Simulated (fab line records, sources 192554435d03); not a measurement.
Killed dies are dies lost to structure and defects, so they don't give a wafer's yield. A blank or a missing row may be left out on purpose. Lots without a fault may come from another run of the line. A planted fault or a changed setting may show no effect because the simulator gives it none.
Chamber matching | flow n5_finfet | N5_HKMG_FIN_ALD_21 on ald_metal-04: 4 sister chambers
The step deposits TiN, target thk 1.5 nm, pulse time 1 s, purge time 3 s. 4 wafers are shown with their chamber, then 10 later ones without.

WAFERS WITH THEIR CHAMBER
wafer  | chamber | heater_power_w (W)
L087.2 | 0       | 837
L087.5 | 3       | 932
L088.1 | 1       | 934
L088.4 | 2       | 872

WAFERS WITHOUT THEIR CHAMBER
wafer  | heater_power_w (W)
L088.5 | 927
L091.3 | 839
L091.4 | 872
L091.6 | 930
L094.1 | 853
L094.5 | 913
L094.6 | 876
L096.1 | 825
L096.5 | 899
L096.6 | 909

WHICH CHAMBER EACH WENT THROUGH
wafer  | from the rows above          | in truth
L088.5 | can't be placed: 3 or 1      | 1
L091.3 | 0                            | 0
L091.4 | 2                            | 2
L091.6 | can't be placed: 3 or 1      | 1
L094.1 | can't be placed: 0 or 2      | 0
L094.5 | can't be placed: 3 or 1 or 2 | 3
L094.6 | 2                            | 2
L096.1 | 0                            | 0
L096.5 | can't be placed: 2 or 3 or 1 | 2
L096.6 | can't be placed: 3 or 1 or 2 | 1
Placed correctly: 4 of 10. Can't be placed from these rows: 6 (the true chamber is among the candidates in 6). Placed wrongly: 0.
How it was worked out, from the rows above alone: a wafer's distance from a chamber is the root of the sum, over the readings, of the square of ((its reading less the chamber's mean) divided by the reading's scatter). The wafer belongs to the nearest chamber; if the next one is less than 2 further off, it can't be placed. A chamber's mean is the mean of its shown wafers. The scatter: with one shown wafer a chamber, the root of the mean of the squares of how far each hidden wafer lies from its nearest shown one.
